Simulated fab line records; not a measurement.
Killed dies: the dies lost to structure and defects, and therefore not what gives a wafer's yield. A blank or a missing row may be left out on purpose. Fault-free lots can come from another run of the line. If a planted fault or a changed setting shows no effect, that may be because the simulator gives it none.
fab line records ; flow n5-finfet
[record] lots = 4; wafers = 12; last-day = 18
route steps=1938 shown BEOL_M4@1059 PASSIVATION@1936
lots untouched by any fault: they come from a run of this same line in which no faults occurred
start-h: hours from the record's opening day to when the first of the lot's shown wafers began ; wait-h: time in hours since the lot's previous step ; " repeats the value in the row above ; L1.1+2: one row covering several wafers at once ; - no value present, or no start provided ; * or withheld: withheld ; < > ~ a bound
route shown NAME@n: names a module that has steps shown in the file, with the first one's number in the route ; usual: mean and standard deviation over wafers with no fault ; same: alike in all rows ; chamber/n: place in a boat ; sites: each site's reading ; _std_site: the values' standard deviation ; _edge_site: the outer-site mean with the inner-site mean subtracted ; radius-mm: for every site, how far away it sits from the centre of the wafer ; mask NAME#n: copy n ; behind: the most recent tool/chamber to have shaped the wafer ; hold: what put the lot on hold/how long, in hours/how the hold closed ; device: names the non-switching transistor (n, p or np) ; end of line: the tests these same wafers got at the end of their route ; step lacking rows: just its recipe ; killed: count of dies lost to structure and defects at first sort (not the wafer's yield) ; map: shows each die of a wafer: x if killed, . if not, _ if none is there
set.NAME: the setting the step ran with; set.NAME@STEP: the setting that earlier step ran with ; model.NAME: the simulator's own value behind a step, which no gauge read
lots seen at some steps along the route; tables by step, rows by wafer
services: the hour from which a tool's chamber was out of use, counted from the record's first day as start-h (under 0 if before that day), plus the number of hours and why
[[steps]]
[step N5_BEOL_M4_DESCUM_33]
[recipe] chemistry = O2; time-s = 7; source-power-w = 50; bias-power-w = 20; pressure-mtorr = 20; rf-frequency-hz = 2.712e+07; temp-c = 40; resist = CAR-EUV; o2-flow-sccm = 225
[step N5_BEOL_M4_ETCH_77]
[recipe] chemistry = N2/H2; target = underlayer; target-depth-a = 65; mask-material = CAR-EUV; time-s = 5.2; ion-energy-ev = 200; pressure-mtorr = 30; source-w = 840; bias-w = 150; n2-flow-sccm = 200; h2-flow-sccm = 200; ends = cleared
[step N5_BEOL_M4_ETCH_69]
[recipe] chemistry = CF4; target = SiARC; target-depth-a = 156; mask-material = CAR-EUV; time-s = 26; ion-energy-ev = 80; pressure-mtorr = 40; source-w = 545; bias-w = 36; Ar_flow_sccm = 100; cf4-flow-sccm = 100; ends = cleared
[step N5_BEOL_M4_ALD_98]
[recipe] material = SiO2; target-thk-a = 25; temp-c = 100; ald-precursor-family = BDEAS; ald-co-reactant = O2-plasma; pulse-time-s = 1; co-reactant-pulse-time-s = 1; purge-time-s = 2; co-reactant-purge-time-s = 2; ald-cycles = 17; pressure-torr = 2
[step N5_BEOL_M4_ETCHBACK_99]
[recipe] chemistry = CHF3; target = SiO2; target-depth-a = 50; time-s = 10.4; source-w = 215; bias-w = 47; Ar_flow_sccm = 200; CHF3_flow_sccm = 12; ion-energy-ev = 100; pressure-mtorr = 30
[step N5_BEOL_M4_ETCH_70]
[recipe] chemistry = N2/H2; target = SOC; target-depth-a = 800; overetch-a = 240; mask-material = SiARC; temp-c = 40; time-s = 130; ion-energy-ev = 200; pressure-mtorr = 30; source-w = 840; bias-w = 150; n2-flow-sccm = 200; h2-flow-sccm = 200
[step N5_BEOL_M4_STRIP_71]
[recipe] chemistry = N2/H2; temp-c = 40; n2-flow-sccm = 200; h2-flow-sccm = 200; rf-frequency-hz = 6e+07
[step N5_BEOL_M4_STRIP_78]
[recipe] chemistry = N2/H2; temp-c = 40; n2-flow-sccm = 200; h2-flow-sccm = 200; rf-frequency-hz = 6e+07
[step N5_BEOL_M4_VIA_ETCH_34]
[recipe] chemistry = C4F6/O2; target-depth-a = 694; mask-material = SOC; pressure-mtorr = 15; ion-energy-ev = 250; taper-deg = 4; time-s = 65.9; source-w = 350; bias-w = 170; Ar_flow_sccm = 300; C4F6_flow_sccm = 10; O2_flow_sccm = 10
[step N5_BEOL_M4_STRIP_83]
[recipe] chemistry = C4F6/O2; resist = SiARC; rf-frequency-hz = 6e+07
[step N5_BEOL_M4_STRIP_36]
[recipe] chemistry = N2/H2; power-w = 450; temp-c = 40; pressure-mtorr = 20; rf-frequency-hz = 6e+07; overash-fraction = 0.3; bias-power-w = 7; h2-frac = 0.5; n2-flow-sccm = 200; h2-flow-sccm = 200
[usual] chamber-pressure-mTorr = 20.00/0.03; drypump-motor-current-A = 5.5/0.41; n2-flow-sccm = 200.0/0.6; oes-product-au = 0.84/0.072; rf-vpp-V = 59.0/1.5; showerhead-plenum-p-Torr = 2.55/0.098; throttle-valve-pct = 23.56/0.28
lot.wafer;tool;chamber;start-h;wait-h;chamber-pressure-mTorr;drypump-motor-current-A;n2-flow-sccm;oes-product-au;rf-hours-counter-h;rf-vpp-V;showerhead-plenum-p-Torr;throttle-valve-pct
L551.1;rie-diel-04;2;198.64;0.0;20.02;5.5;200.6;0.81;101;60.1;2.55;23.14
L551.2;rie-diel-04;1;198.64;0.0;19.99;6.5;198.7;0.87;58;60.3;2.47;24.09
L551.5;rie-diel-04;1;198.64;0.0;20.07;6.5;200.1;0.85;-;57.0;2.47;24.13
L554.2;rie-diel-03;3;204.61;0.0;20.03;5.5;200.0;0.79;97;57.9;2.67;23.42
L554.3;rie-diel-03;0;204.61;0.0;19.97;5.4;200.6;0.76;139;57.7;2.45;23.50
L554.5;rie-diel-03;0;204.61;0.0;19.99;5.4;199.5;0.75;-;59.0;2.45;23.49
L564.2;rie-diel-03;2;288.31;0.0;20.01;5.6;200.7;0.71;156;57.3;2.44;23.83
L564.5;rie-diel-03;3;288.31;0.0;20.02;5.5;199.8;0.76;-;56.8;2.66;23.43
L564.6;rie-diel-03;0;288.31;0.0;20.02;5.3;199.7;0.72;-;57.0;2.44;23.53
L565.1;rie-diel-03;1;293.83;0.0;19.97;5.3;199.6;0.85;72;62.6;2.66;23.27
L565.2;rie-diel-03;0;293.83;0.0;19.97;5.3;200.3;0.74;166;58.0;2.44;23.54
L565.3;rie-diel-03;3;293.83;0.0;20.01;5.5;199.3;0.77;124;61.6;2.66;23.44
[step N5_BEOL_M4_TRENCH_ETCH_37]
[recipe] chemistry = C4F6/O2; target-depth-a = 555.55; target = SiOC; time-s = 29.2; ion-energy-ev = 250; pressure-mtorr = 30; source-w = 355; bias-w = 185; Ar_flow_sccm = 300; C4F6_flow_sccm = 10; O2_flow_sccm = 10
[step N5_BEOL_M4_ETCH_41]
[recipe] chemistry = CH3F/O2; target = SiCN; target-depth-a = 299; taper-deg = 2; time-s = 52.5; ion-energy-ev = 120; mask-material = TiN; pressure-mtorr = 30; source-w = 395; bias-w = 75; Ar_flow_sccm = 150; CH3F_flow_sccm = 30; O2_flow_sccm = 20
[step N5_BEOL_M4_STRIP_97]
[recipe] chemistry = N2/H2; time-s = 10; power-w = 450; temp-c = 40; pressure-mtorr = 20; rf-frequency-hz = 6e+07; bias-power-w = 7; n2-flow-sccm = 200; h2-flow-sccm = 200
[step N5_BEOL_M4_HM_STRIP_39]
[recipe] chemistry = peroxide-tin-strip; material = TiN; target-depth-a = 250; temp-c = 50; time-s = 158
[step N5_BEOL_M4_SRD_40]
[recipe] time-s = 30; temp-c = 23; rinse-liquid = diw; dry = ipa-marangoni
[step N5_BEOL_M4_PRECLEAN_42]
[recipe] chemistry = residue-remover; time-s = 60; temp-c = 40
[step N5_BEOL_M4_SRD_43]
[recipe] time-s = 30; temp-c = 23; rinse-liquid = diw; dry = ipa-marangoni
[step N5_BEOL_M4_DEGAS_44]
[recipe] ambient = vacuum; temp-c = 250; time-s = 60
[step N5_BEOL_M4_PRE_CLEAN_45]
[recipe] gas = H2/He; time-s = 30; temp-c = 250
[step N5_BEOL_M4_ALD_84]
[recipe] material = TaN; target-thk-a = *; temp-c = 275; ald-precursor-family = PDMAT; ald-co-reactant = NH3; pressure-torr = 3; carrier-flow-sccm = 1500; pulse-time-s = 2; purge-time-s = 3; co-reactant-purge-time-s = 2; co-reactant-pulse-time-s = 3; ald-cycles = 30; precursor-vessel-temp-c = 75; precursor-vessel-pressure-torr = 26.25; precursor-vessel-carrier-sccm = 1000
[step N5_BEOL_M4_SURFACE_TREAT_85]
[recipe] gas = Ar; time-s = *; ion-energy-ev = *; ion-current-ma-cm2 = 0.5; pressure-mtorr = *; ar-flow-sccm = 30
[step N5_BEOL_M4_CVD_47]
[recipe] material = Co; target-thk-a = 30; temp-c = withheld; precursor = CCTBA/H2; pressure-torr = 30; time-s = 223.8
[step N5_BEOL_M4_SPUTTER_48]
[recipe] material = Cu; target-thk-a = 45; temp-c = -20; chamber-pressure-pa = 0.07; power-w = withheld; time-s = 8.29
[step N5_BEOL_M4_ANNEAL_49]
[recipe] temp-c = 400; time-s = 240; ambient = vacuum
[step N5_BEOL_M4_SPUTTER_79]
[recipe] material = Cu; target-thk-a = 45; temp-c = -20; chamber-pressure-pa = 0.07; power-w = withheld; time-s = 8.29
[step N5_BEOL_M4_ANNEAL_80]
[recipe] temp-c = 400; time-s = 240; ambient = vacuum
[step N5_BEOL_M4_SPUTTER_81]
[recipe] material = Cu; target-thk-a = 45; temp-c = -20; chamber-pressure-pa = 0.07; power-w = withheld; time-s = 8.29
[step N5_BEOL_M4_ANNEAL_82]
[recipe] temp-c = 400; time-s = 240; ambient = vacuum
[step N5_BEOL_M4_SPUTTER_86]
[recipe] material = Cu; target-thk-a = 45; temp-c = -20; chamber-pressure-pa = 0.07; power-w = withheld; time-s = 8.29
[step N5_BEOL_M4_ANNEAL_87]
[recipe] temp-c = 400; time-s = 240; ambient = vacuum
[step N5_BEOL_M4_SPUTTER_88]
[recipe] material = Cu; target-thk-a = 45; temp-c = -20; chamber-pressure-pa = 0.07; power-w = withheld; time-s = 8.29
[step N5_BEOL_M4_ANNEAL_89]
[recipe] temp-c = 400; time-s = 240; ambient = vacuum
[step N5_BEOL_M4_SPUTTER_90]
[recipe] material = Cu; target-thk-a = 45; temp-c = -20; chamber-pressure-pa = 0.07; power-w = withheld; time-s = 8.29
[step N5_BEOL_M4_ANNEAL_91]
[recipe] temp-c = 400; time-s = 240; ambient = vacuum
[step N5_BEOL_M4_SPUTTER_92]
[recipe] material = Cu; target-thk-a = 45; temp-c = -20; chamber-pressure-pa = 0.07; power-w = withheld; time-s = 8.29
[step N5_BEOL_M4_ANNEAL_93]
[recipe] temp-c = 400; time-s = 240; ambient = vacuum
[step N5_BEOL_M4_SPUTTER_94]
[recipe] material = Cu; target-thk-a = 45; temp-c = -20; chamber-pressure-pa = 0.07; power-w = withheld; time-s = 8.29
[step N5_PASSIVATION_PROBE_49]
[usual] defect-limited-yield = 91.0/1.5; killed_at_M0_to_M3 = 35/11; killed_at_M4_up = 13/5; killed-at-contacts = 12/5.9; killed-at-front-end = 42/13; killed-at-other = 3/3.2; killed-dies = 106/18; killed-open = 69/13; killed-short = 35/8.9; sort_bin_5_function = 5.2/0.95; sort_bin_6_memory = 3.3/0.71; sort-n-pass = 1074/18; sort-yield-pct = 91.0/1.5
[same] gross-dies = 1180; killed-at-back-side = 0; sort_bin_4_leakage[%] = 0; sort_bin_8_speed[%] = 0
lot.wafer;tool;chamber;start-h;wait-h;defect-limited-yield[%];killed_at_M0_to_M3;killed_at_M4_up;killed-at-contacts;killed-at-front-end;killed-at-other;killed-dies;killed-open;killed-short;sort_bin_5_function[%];sort_bin_6_memory[%];sort-n-pass;sort-yield-pct[%]
L551.1;prober-02;-;307.79;0.0;90.8;38;17;13;38;3;109;72;36;5.8;3.1;1071;90.8
L551.2;prober-02;-;307.84;0.1;89.0;46;25;13;46;0;130;89;39;6.5;4.2;1050;89.0
L551.5;prober-02;-;307.99;0.2;88.5;40;24;32;37;3;136;97;34;7.1;4.1;1044;88.5
L554.2;prober-02;-;339.92;0.1;89.5;34;8;19;61;2;124;80;43;6.4;3.8;1056;89.5
L554.3;prober-02;-;339.97;0.1;91.2;21;9;15;57;2;104;72;32;5.4;3.3;1076;91.2
L554.5;prober-02;-;340.07;0.2;91.4;31;15;7;47;2;102;65;36;4.9;3.4;1078;91.4
L564.2;prober-02;-;402.39;0.1;80.8;19;157;13;32;5;226;53;19;11.9;3.3;954;80.8
L564.5;prober-02;-;402.54;0.2;79.3;24;168;10;37;5;244;59;28;13.4;4.2;936;79.3
L564.6;prober-02;-;402.59;0.3;84.7;25;121;6;28;0;180;43;20;9.6;2.7;1000;84.7
L565.1;prober-02;-;420.42;0.0;80.0;33;153;7;40;3;236;58;29;12.0;4.9;944;80.0
L565.2;prober-02;-;420.47;0.1;83.6;47;113;1;32;1;194;50;32;10.0;3.1;986;83.6
L565.3;prober-02;-;420.52;0.1;79.2;35;166;13;31;1;246;63;32;12.8;4.1;934;79.2
// killed by level:class
L551.1 FIN_SAQP:geometric-particle:open=12 MOL_CONTACT_COAG:geometric-particle:open=8 BEOL_M1:geometric-particle:open=7 BEOL_M2:geometric-particle:open=7 BEOL_M5:geometric-particle:open=6 DUMMY_GATE:geometric-particle:open=5 MOL_CONTACT_COAG:geometric-particle:short=5 BEOL_M0_SAQP:geometric-particle:short=5
L551.2 FIN_SAQP:geometric-particle:open=16 BEOL_M4:geometric-particle:open=12 BEOL_M0_SAQP:geometric-particle:short=10 BEOL_M1:geometric-particle:open=10 BEOL_M2:geometric-particle:open=10 MOL_CONTACT_COAG:geometric-particle:open=9 FIN_SAQP:geometric-particle:short=8 BEOL_M5:geometric-particle:open=6
L551.5 MOL_CONTACT_COAG:geometric-particle:open=26 FIN_SAQP:geometric-particle:open=12 BEOL_M2:geometric-particle:open=10 BEOL_M0_SAQP:geometric-particle:open=7 MOL_CONTACT_COAG:geometric-particle:short=6 BEOL_M0:geometric-particle:open=6 BEOL_M5:geometric-particle:open=6 DUMMY_GATE:geometric-particle:open=5
L554.2 STI_FIN_REVEAL:geometric-particle:open=18 MOL_CONTACT_COAG:geometric-particle:open=16 FIN_SAQP:geometric-particle:short=11 FIN_SAQP:geometric-particle:open=8 BEOL_M0_SAQP:geometric-particle:open=7 BEOL_M3:geometric-particle:open=7 GATE_CUT:geometric-particle:short=6 BEOL_M0_SAQP:geometric-particle:short=6
L554.3 STI_FIN_REVEAL:geometric-particle:open=18 MOL_CONTACT_COAG:geometric-particle:open=15 FIN_SAQP:geometric-particle:short=10 STI_FIN_REVEAL:geometric-particle:short=7 DUMMY_GATE:geometric-particle:open=7 FIN_SAQP:geometric-particle:open=6 BEOL_M0_SAQP:geometric-particle:open=5 BEOL_M2:geometric-particle:open=5
L554.5 STI_FIN_REVEAL:geometric-particle:open=13 BEOL_M0_SAQP:geometric-particle:open=11 DUMMY_GATE:geometric-particle:open=7 GATE_CUT:geometric-particle:short=7 BEOL_M0_SAQP:geometric-particle:short=7 MOL_CONTACT_COAG:geometric-particle:open=5 FIN_SAQP:geometric-particle:short=4 STI_FIN_REVEAL:geometric-particle:short=4
L564.2 BEOL_M4:unspecified=152 FIN_SAQP:geometric-particle:open=11 MOL_CONTACT_COAG:geometric-particle:open=11 FIN_SAQP:geometric-particle:short=5 BEOL_M2:geometric-particle:open=5 STARTING-WAFER:geometric-particle:open=5 BEOL_M0:geometric-particle:open=4 BEOL_M3:geometric-particle:open=4
L564.5 BEOL_M4:unspecified=157 FIN_SAQP:geometric-particle:open=10 BEOL_M4:geometric-particle:open=7 STI_FIN_REVEAL:geometric-particle:open=5 MOL_CONTACT_COAG:geometric-particle:short=5 MOL_CONTACT_COAG:geometric-particle:open=5 BEOL_M1:geometric-particle:open=5 BEOL_M2:geometric-particle:open=5
L564.6 BEOL_M4:unspecified=113 BEOL_M3:geometric-particle:open=10 STI_FIN_REVEAL:geometric-particle:open=8 BEOL_M0_SAQP:geometric-particle:open=6 FIN_SAQP:geometric-particle:open=4 MOL_CONTACT_COAG:geometric-particle:open=4 BEOL_M0_SAQP:geometric-particle:short=4 STARTING-WAFER:geometric-particle:short=3
L565.1 BEOL_M4:unspecified=149 FIN_SAQP:geometric-particle:open=11 BEOL_M3:geometric-particle:open=9 BEOL_M1:geometric-particle:open=8 DUMMY_GATE:geometric-particle:open=6 MOL_CONTACT_COAG:geometric-particle:open=6 BEOL_M0_SAQP:geometric-particle:open=6 FIN_SAQP:geometric-particle:short=5
L565.2 BEOL_M4:unspecified=108 BEOL_M0_SAQP:geometric-particle:short=14 BEOL_M3:geometric-particle:open=13 BEOL_M0_SAQP:geometric-particle:open=9 FIN_SAQP:geometric-particle:open=7 FIN_SAQP:geometric-particle:short=6 STI_FIN_REVEAL:geometric-particle:open=4 BEOL_M1:geometric-particle:open=4
L565.3 BEOL_M4:unspecified=150 BEOL_M0_SAQP:geometric-particle:short=9 FIN_SAQP:geometric-particle:open=8 MOL_CONTACT_COAG:geometric-particle:open=8 BEOL_M0_SAQP:geometric-particle:open=7 BEOL_M3:geometric-particle:open=6 GATE_CUT:geometric-particle:open=6 STI_FIN_REVEAL:geometric-particle:open=5
// map L564.5 (x killed, . not)
_________________............________________
______________.....xx..........._____________
___________.....x......x....x......__________
__________x...........x............._________
________...........x.....x............_______
_______..x.x....................xx.....______
______..x..............................._____
_____.................x............x.....____
____x........x......x.........x...xx......___
___.............x..........x....x..........__
___.x........x.............x.......x.x.x...__
__...x.x...x................x..x...x....x..._
__..x...................xxx.xxxxxx..x......._
_........xx...x........xx.xxxxxxxx...........
_...x........x......x..xxxxxxxxxxxx........x.
_..xxx..xx......x......xxxxxxxxxxxxxx.......x
_........x.......x...xx.xxxxxxxxxxxxx........
_...x.................xxxxxxxxxxxxxx..x......
_....x.............x...xxxxxxxxxxxxxxx.......
_............x.x.....xxxxxxxxxxxxxxx...x....x
_.............x.......xxxxxxxxxxxxxxx.x......
__....x..........x....xxx.xxxxxxxxxx.......x_
__.x......x.x..........x.xxxxxxxxxx.......x._
___.......................xxxxxxxx....xx...__
___................x......x.xx.xx..........__
____.........................xx...........___
_____.x....x...................x.x.......____
______.................................._____
_______x....x...x......................______
________..................x..........._______
__________.............x............_________
___________................x.......__________
______________.................._____________
_________________............________________
// map L565.3 (x killed, . not)
_________________...........x________________
______________.................._____________
___________......x................x__________
__________................x........._________
________x...x........................._______
_______.x...x.......x.......x.x......x.______
______.....x........x..........x.....x.x_____
_____..............x........x..x.........____
____......................................___
___.............................x.x........__
___...x..................xx...x...x........__
__....x....................x..xx............_
__...................x...xx.xxxx...x.....x.x_
_.....x......x.........xxxxxx.xxx.x..........
_...........xx......x..xxxxxxxxxx.x...x.x.x..
_......x....x.........xxxxxxxxxxxxxx.x.......
_......x.......x...xx.xxxxxxxxxxxxx.x......x.
_....................xxxxxxxxxxxxxx.x.x..x...
_..........x....x.x...xxxxxxxxxxxxxxx.xx....x
_x....................xxxxxxxxxxxxxx.xxx.....
_.............x......xxxxxxxxxxxxxxxx......x.
__...xx.....x...........xxxxxxxxxxx..x......_
__....x......x.x..x....xxxxxxxxxxxxxx...x..._
___..................x......xxxxx.x...x...x__
___.....x.......x.x.....x.....x..x...x.....__
____.............x.....x..................___
_____..................x.................____
______...................x.............._____
_______..........x...x...x.............______
________.......x...x................x._______
__________.........................._________
___________..x.....x....x..........__________
______________.....x............_____________
_________________....x....x..________________
[[services]]
tool;chamber;start-h;hours;kind
rie-diel-04;0;188.21;-;clean
rie-diel-04;0;188.21;-;consumable-replace:focus-ring
rie-diel-04;0;188.21;24.3;scheduled-down
rie-diel-04;0;188.21;24.3;vent-cycle
[[key]]
[first-sign] step = N5_PASSIVATION_PROBE_49; reading = killed_at_M4_up; direction = up; sigmas = 27; usual = 13; struck = 146
[effect] step = N5_PASSIVATION_PROBE_49; reading = defect-limited-yield; direction = down; sigmas = 6.4; usual = 91.0; struck = 81.3
[more-kills-born-at] N5_BEOL_M4_STRIP_36@rie-diel-03 = 829
met-at N5_BEOL_M4_STRIP_36
struck-wafers L564.2,L564.5,L564.6,L565.1,L565.2,L565.3
onset-between 204.61 288.31
also-fits time
[fault] kind = chamber-particle-source; tool = rie-diel-03; chamber = -; onset-h = 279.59; steps = N5_BEOL_M4_STRIP_36; rate-per-visit-cm2 = 1.592; end-h = 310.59
